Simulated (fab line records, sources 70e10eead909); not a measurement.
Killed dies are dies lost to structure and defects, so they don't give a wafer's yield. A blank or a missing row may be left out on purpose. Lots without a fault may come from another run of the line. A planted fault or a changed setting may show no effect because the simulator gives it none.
fab line records | flow nand_harc
record lots=14 wafers=42 last_day=34
route steps=1302 shown P_BONDPAD@381 A_ZERO_WELL@411 A_ONON_D1@436 END@1302
lots that met no fault: from a run of the same line without faults
start_h: hours from the record's first day to the start of the lot's first wafer shown | wait_h: hours since the lot's step before | " the same as in the row above | L1.1+2: a row that stands for several wafers | - no value, or no start given | * or withheld: withheld | < > ~ a bound
route shown NAME@n: a module of which the file shows steps, and the number in the route of the first | usual: mean/standard deviation of fault-free wafers | same: alike in all rows | chamber/n: place in a boat | sites: the reading at each site | _std_site: their standard deviation | _edge_site: outer sites' mean less inner sites' | radius_mm: how far each site lies from the wafer's centre | mask NAME#n: copy n | behind: the tool/chamber that last shaped the wafer | hold: why the lot was held/for how many hours/how that ended | device: the transistor (n, p or np) that didn't switch | end of line: the same wafers' tests at the end of the route | a step without rows: its recipe alone | killed: dies lost to structure and defects at the first sort, not the wafer's yield | map: a wafer's dies, x killed, . not, _ none there
set.NAME: the setting as run; set.NAME@STEP: as run at that earlier step | model.NAME: the simulator's own value behind a step, which no gauge read
steps of the route over a sample of lots; a table a step, a row a wafer
services: from which hour (start_h, from the record's first day; less than 0 if before it) a tool's chamber was out of use, for how many hours, and why
## steps
# step NHARC_P_BONDPAD_THK_MEAS_20
# recipe thk_meas_gauge=xrf
# usual thk_nm=160.8/1.4
# columns lot.wafer tool chamber start_h wait_h thk_nm
L812.2 film_metro-01 - 155.58 - 159.9
L812.3 " - " " 159.2
L812.6 " - " " 161.6
L814.1 film_metro-02 - 175.80 - 159.8
L814.4 " - " " 159.6
L814.5 " - " " 159.7
L816.3 film_metro-02 - 195.27 - 159.2
L816.4 " - " " 160.5
L816.5 " - " " 158.7
L817.2 film_metro-01 - 213.03 - 162.0
L817.3 " - " " 162.9
L817.6 " - " " 162.0
L818.1 film_metro-01 - 213.50 - 161.9
L818.5 " - " " 159.8
L818.6 " - " " 161.5
L819.3 film_metro-02 - 225.70 - 162.1
L819.4 " - " " 159.7
L819.6 " - " " 160.7
L820.3 film_metro-01 - 240.79 - 161.0
L820.4 " - " " 160.7
L820.6 " - " " 158.8
L825.2 film_metro-01 - 279.91 - 161.0
L825.3 " - " " 161.4
L825.4 " - " " 159.5
L827.2 film_metro-02 - 303.19 - 158.7
L827.4 " - " " 161.0
L827.5 " - " " 159.7
L828.2 film_metro-01 - 316.03 - 161.8
L828.4 " - " " 163.3
L828.5 " - " " 163.9
L829.1 film_metro-02 - 326.31 - 160.5
L829.2 " - " " 161.4
L829.4 " - " " 161.7
L830.1 film_metro-02 - 338.07 - 158.1
L830.2 " - " " 158.7
L830.4 " - " " 159.2
L832.2 film_metro-02 - 350.26 - 161.0
L832.4 " - " " 160.7
L832.6 " - " " 164.1
L833.2 film_metro-02 - 365.43 - 162.8
L833.4 " - " " 160.6
L833.6 " - " " 159.3
# step NHARC_A_ZERO_WELL_RTA_16
# recipe temp_c=1000 time_s=10
# usual lamp_power_pct=29.6/1.6 wafer_temp_C_max=1004.8/1.7
# columns lot.wafer tool chamber start_h wait_h lamp_power_pct wafer_temp_C_max
L812.2 rtp_anneal-01 0 158.49 0.1 28.3 1003.8
L812.3 " 0 " " 28.3 1002.9
L812.6 " 0 " " 28.3 1002.6
L814.1 rtp_anneal-01 0 178.58 - 28.3 1004.0
L814.4 " 0 " " 28.4 1003.5
L814.5 " 0 " " 28.3 1002.9
L816.3 rtp_anneal-01 0 198.18 - 28.3 1002.5
L816.4 " 0 " " 28.3 1002.8
L816.5 " 0 " " 28.3 1003.9
L817.2 rtp_anneal-01 0 215.86 - 28.3 1005.1
L817.3 " 0 " " 28.3 1002.7
L817.6 " 0 " " 28.3 1005.0
L818.1 rtp_anneal-02 0 216.42 - 31.5 1006.9
L818.5 " 0 " " 31.5 1006.9
L818.6 " 0 " " 31.4 1006.8
L819.3 rtp_anneal-01 0 228.54 - 28.3 1003.1
L819.4 " 0 " " 28.3 1004.1
L819.6 " 0 " " 28.3 1003.3
L820.3 rtp_anneal-01 0 243.63 - 28.3 1004.0
L820.4 " 0 " " 28.3 1003.4
L820.6 " 0 " " 28.3 1005.5
L825.2 rtp_anneal-01 0 282.70 - 28.3 1004.7
L825.3 " 0 " " 28.3 1004.0
L825.4 " 0 " " 28.3 1003.4
L827.2 rtp_anneal-02 0 306.00 - 31.5 1006.1
L827.4 " 0 " " 31.6 1006.5
L827.5 " 0 " " 31.5 1006.8
L828.2 rtp_anneal-01 0 318.89 - 28.3 1002.7
L828.4 " 0 " " 28.3 1003.0
L828.5 " 0 " " 28.3 1003.6
L829.1 rtp_anneal-02 0 329.01 - 31.5 1008.7
L829.2 " 0 " " 31.5 1005.9
L829.4 " 0 " " 31.5 1008.0
L830.1 rtp_anneal-02 0 340.93 - 31.5 1005.1
L830.2 " 0 " " 31.4 1006.6
L830.4 " 0 " " 31.5 1005.9
L832.2 rtp_anneal-01 0 353.08 - 28.3 1003.8
L832.4 " 0 " " 28.3 1003.7
L832.6 " 0 " " 28.3 1003.6
L833.2 rtp_anneal-02 0 368.53 - 31.5 1007.6
L833.4 " 0 " " 31.5 1005.6
L833.6 " 0 " " 31.5 1008.6
# step NHARC_A_ONON_D1_DEP_16
# recipe target_thk_a=10000 n2_flow_sccm=2750 n2o_flow_sccm=2000 nh3_flow_sccm=500 sih4_flow_sccm=210 temp_c=400
# columns lot.wafer tool chamber start_h wait_h
L812.2+3+6 pecvd_onon-01 0 186.70 0.5
L814.1+4+5 pecvd_onon-04 0 209.27 0.1
L816.3+4+5 pecvd_onon-01 0 229.45 0.2
L818.1+5+6 pecvd_onon-02 0 246.30 0.1
L817.2+3+6 pecvd_onon-04 0 246.36 0.1
L819.3+4+6 pecvd_onon-01 0 258.78 0.2
L820.3+4+6 pecvd_onon-04 0 275.97 0.2
L825.2+3+4 pecvd_onon-02 0 313.11 0.5
L827.2+4+5 pecvd_onon-04 0 335.07 0.1
L828.2+4+5 pecvd_onon-04 0 351.61 0.1
L829.1+2+4 pecvd_onon-01 0 363.56 0.1
L830.1+2+4 pecvd_onon-04 0 371.93 0.1
L832.2+4+6 pecvd_onon-04 0 384.67 0.1
L833.2+4+6 pecvd_onon-04 0 406.97 0.1
# step NHARC_A_ONON_D1_THK_MEAS_18
# recipe thk_meas_gauge=ellipsometry
# usual thk_nm=1001/11
# columns lot.wafer tool chamber start_h wait_h thk_nm
L812.2 film_metro-02 - 187.16 - 1014
L812.3 " - " " 1015
L812.6 " - " " 1017
L814.1 film_metro-01 - 209.78 - 996
L814.4 " - " " 995
L814.5 " - " " 995
L816.3 film_metro-02 - 229.84 - 981
L816.4 " - " " 982
L816.5 " - " " 982
L818.1 film_metro-01 - 246.81 - 1001
L818.5 " - " " 1002
L818.6 " - " " 1002
L817.2 film_metro-02 - 246.82 - 344
L817.3 " - " " 345
L817.6 " - " " 346
L819.3 film_metro-01 - 259.17 - 999
L819.4 " - " " 999
L819.6 " - " " 1000
L820.3 film_metro-02 - 276.36 - 311
L820.4 " - " " 309
L820.6 " - " " 310
L825.2 film_metro-02 - 313.56 - 1006
L825.3 " - " " 1008
L825.4 " - " " 1009
L827.2 film_metro-01 - 335.52 - 982
L827.4 " - " " 980
L827.5 " - " " 982
L828.2 film_metro-01 - 352.06 - 992
L828.4 " - " " 995
L828.5 " - " " 994
L829.1 film_metro-01 - 364.07 - 1014
L829.2 " - " " 1010
L829.4 " - " " 1013
L830.1 film_metro-01 - 372.44 - 1004
L830.2 " - " " 1008
L830.4 " - " " 1008
L832.2 film_metro-01 - 385.13 - 996
L832.4 " - " " 996
L832.6 " - " " 997
L833.2 film_metro-01 - 407.42 - 1015
L833.4 " - " " 1016
L833.6 " - " " 1018
# step NHARC_END_SORT_01
# recipe temp_c=25
# usual killed_at_array=56/21 killed_at_other=1.2/1.6 killed_at_periphery=3.7/2.5 killed_dies=61/21 killed_open=3.1/1.8 killed_short=2.8/1.7
# same gross_dies=677
# columns lot.wafer tool chamber start_h wait_h killed_at_array killed_at_other killed_at_periphery killed_dies killed_open killed_short
L817.2 prober-02 0 634.88 2.7 670 1 6 677 1 3
L817.3 prober-02 0 635.69 3.1 667 6 4 677 5 2
L817.6 prober-02 0 638.09 4.0 671 4 2 677 5 2
L820.3 prober-01 0 662.06 3.1 673 2 2 677 3 2
L820.4 prober-01 0 662.86 3.4 674 1 2 677 3 1
L820.6 prober-01 0 664.47 4.0 675 1 1 677 7 4
# killed by level:class
L817.2 A_ONON_D1:area_dep=601 A_SLIT:chamber_film_flake=25 A_CHANNEL_HOLE_D2:chamber_film_flake=24 A_CONTACT:chamber_film_flake=8 A_CHANNEL_HOLE_D1:chamber_film_flake=7 P_M0:geometric_particle:short=2 P_GATE:chamber_film_flake=2 A_STAIRCASE:chamber_film_flake=2
L817.3 A_ONON_D1:area_dep=586 A_CHANNEL_HOLE_D2:chamber_film_flake=30 A_SLIT:chamber_film_flake=28 A_CONTACT:chamber_film_flake=8 THIN_TSV:chamber_film_flake=6 A_STAIRCASE:chamber_film_flake=4 A_CHANNEL_FILL_D1:chamber_film_flake=3 P_GATE:chamber_film_flake=2
L817.6 A_ONON_D1:area_dep=606 A_SLIT:chamber_film_flake=25 A_CHANNEL_HOLE_D2:chamber_film_flake=24 A_CONTACT:chamber_film_flake=5 THIN_TSV:chamber_film_flake=4 A_CHANNEL_HOLE_D1:chamber_film_flake=2 P_M0:geometric_particle:open=1 A_ONON_D1:geometric_particle:open=1
L820.3 A_ONON_D1:area_dep=633 A_CHANNEL_HOLE_D2:chamber_film_flake=23 A_CHANNEL_HOLE_D1:chamber_film_flake=9 P_GATE:chamber_film_flake=2 A_SLIT:chamber_film_flake=2 THIN_TSV:chamber_film_flake=2 A_ONON_D1:geometric_particle:open=1 A_DECK1_JOINT:geometric_particle:short=1
L820.4 A_ONON_D1:area_dep=651 A_CHANNEL_HOLE_D2:chamber_film_flake=14 A_CHANNEL_HOLE_D1:chamber_film_flake=3 A_CONTACT:chamber_film_flake=2 P_STI:geometric_particle:open=1 P_M0:geometric_particle:open=1 A_CHANNEL_FILL_D2:geometric_particle:open=1 A_SGD_CUT:geometric_particle:short=1
L820.6 A_ONON_D1:area_dep=638 A_CHANNEL_HOLE_D2:chamber_film_flake=14 A_CHANNEL_HOLE_D1:chamber_film_flake=10 A_WL_FILL:geometric_particle:short=4 A_STAIRCASE:chamber_film_flake=3 A_WL_FILL:geometric_particle:open=2 A_M0:geometric_particle:open=2 A_DECK1_JOINT:geometric_particle:open=1
## services
# columns tool chamber start_h hours kind
pecvd_onon-01 - 143.85 8.1 repair
pecvd_onon-02 - 185.61 13.0 pm
pecvd_onon-01 - 269.07 13.0 pm
pecvd_onon-04 - 311.24 13.0 pm
pecvd_onon-02 - 366.61 13.0 pm
rtp_anneal-01 - 372.00 12.0 pm
## key
first_sign step=NHARC_A_ONON_D1_THK_MEAS_18 reading=thk_nm direction=down sigmas=64 usual=1001 struck=327
effect step=NHARC_END_SORT_01 reading=killed_at_array direction=up sigmas=29 usual=56 struck=672
more_kills_born_at NHARC_A_ONON_D1_DEP_16@pecvd_onon-04=3715
met_at NHARC_A_ONON_D1_DEP_16
struck_lots L817,L820
struck_wafers L817.2,L817.3,L817.6,L820.3,L820.4,L820.6
later_rows_left_out L817.2,L817.3,L817.6,L820.3,L820.4,L820.6
tester_left_out L817,L820
not_acting_at NHARC_P_BONDPAD_THK_MEAS_20,NHARC_A_ZERO_WELL_RTA_16
onset_between 209.27 246.36
fault kind=process_parameter_drift tool=pecvd_onon-04 chamber=0 onset_h=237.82 steps=NHARC_A_ONON_D1_DEP_16 channel=target_thk_a offset=* shape=step end_h=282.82 acts_in=* stated=*
# tester_left_out: of these lots the tester's yield and bins aren't shown, on N5 and GAA mostly nor the transistor test; their killed dies are dies lost to structure and defects alone, not to doping, threshold or leakage, so they don't give the yield
# later_rows_left_out: the simulator's readings of these wafers behind a module that went badly wrong aren't trusted and aren't shown, but for the sort
